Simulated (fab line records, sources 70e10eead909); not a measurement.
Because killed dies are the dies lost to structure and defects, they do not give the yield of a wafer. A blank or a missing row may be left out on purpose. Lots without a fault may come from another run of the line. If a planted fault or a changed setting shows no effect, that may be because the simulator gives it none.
Matching of chambers :: flow nandHarc :: NHARC_A_DECK1_JOINT_CMP_02 on cmp-02: 4 sister chambers
The step polishes SiOx. 22 wafers are shown with their chamber, then 11 later ones without.

== WAFERS WITH THEIR CHAMBER ==
wafer: L074.1
chamber: 0
motorCurrentA (A): 11.6

wafer: L074.2
chamber: 2
motorCurrentA (A): 12.7

wafer: L074.5
chamber: 3
motorCurrentA (A): 11.1

wafer: L075.3
chamber: 0
motorCurrentA (A): 12.7

wafer: L075.5
chamber: 2
motorCurrentA (A): 12.6

wafer: L075.6
chamber: 1
motorCurrentA (A): 11.2

wafer: L079.3
chamber: 1
motorCurrentA (A): 11.1

wafer: L079.4
chamber: 0
motorCurrentA (A): 12.2

wafer: L079.5
chamber: 0
motorCurrentA (A): 13.0

wafer: L082.1
chamber: 3
motorCurrentA (A): 11.8

wafer: L082.5
chamber: 3
motorCurrentA (A): 11.7

wafer: L082.6
chamber: 0
motorCurrentA (A): 12.9

wafer: L083.1
chamber: 3
motorCurrentA (A): 11.3

wafer: L083.5
chamber: 2
motorCurrentA (A): 12.0

wafer: L083.6
chamber: 1
motorCurrentA (A): 12.0

wafer: L084.1
chamber: 1
motorCurrentA (A): 12.0

wafer: L084.3
chamber: 2
motorCurrentA (A): 12.4

wafer: L084.6
chamber: 2
motorCurrentA (A): 11.4

wafer: L090.1
chamber: 2
motorCurrentA (A): 11.4

wafer: L090.2
chamber: 1
motorCurrentA (A): 11.6

wafer: L090.3
chamber: 0
motorCurrentA (A): 12.9

wafer: L091.1
chamber: 3
motorCurrentA (A): 11.2

SIGNATURES, as means of the wafers listed above
reading: motorCurrentA
chamber 0: 12.550
chamber 1: 11.580
chamber 2: 12.083
chamber 3: 11.420
scatter within a chamber: 0.489
Rule: for a wafer and a chamber, the distance is found by dividing, reading by reading, the gap between the wafer's reading and the chamber's mean by the reading's scatter, squaring, summing and taking the root. The wafer belongs to the nearest chamber; if the next one is less than 2 further off, it can't be placed. The scatter is the square root of a quotient: the sum, over the shown wafers, of each reading's squared deviation from its chamber's mean, divided by wafers minus chambers.

== WAFERS WHOSE CHAMBER IS MISSING ==
wafer: L091.5
motorCurrentA (A): 11.2

wafer: L091.6
motorCurrentA (A): 11.4

wafer: L094.1
motorCurrentA (A): 11.8

wafer: L094.3
motorCurrentA (A): 13.1

wafer: L094.4
motorCurrentA (A): 11.1

wafer: L096.1
motorCurrentA (A): 12.4

wafer: L096.4
motorCurrentA (A): 11.1

wafer: L096.6
motorCurrentA (A): 11.7

wafer: L097.1
motorCurrentA (A): 12.2

wafer: L097.2
motorCurrentA (A): 10.4

wafer: L097.5
motorCurrentA (A): 11.7

== CHAMBER TAKEN BY EACH ==
wafer: L091.5
from the rows above: can't be placed: 3 or 1 or 2
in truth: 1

wafer: L091.6
from the rows above: can't be placed: 3 or 1 or 2
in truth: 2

wafer: L094.1
from the rows above: can't be placed: 1 or 2 or 3 or 0
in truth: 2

wafer: L094.3
from the rows above: can't be placed: 0 or 2 or 1
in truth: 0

wafer: L094.4
from the rows above: can't be placed: 3 or 1 or 2
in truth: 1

wafer: L096.1
from the rows above: can't be placed: 0 or 2 or 1 or 3
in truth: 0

wafer: L096.4
from the rows above: can't be placed: 3 or 1 or 2
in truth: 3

wafer: L096.6
from the rows above: can't be placed: 1 or 3 or 2 or 0
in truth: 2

wafer: L097.1
from the rows above: can't be placed: 2 or 0 or 1 or 3
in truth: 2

wafer: L097.2
from the rows above: can't be placed: 3 or 1 or 2
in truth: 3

wafer: L097.5
from the rows above: can't be placed: 1 or 3 or 2 or 0
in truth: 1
Correctly placed: 0 of 11. Not placeable from these rows: 11 (in 11, the candidates include the true chamber). Number placed wrongly: 0.
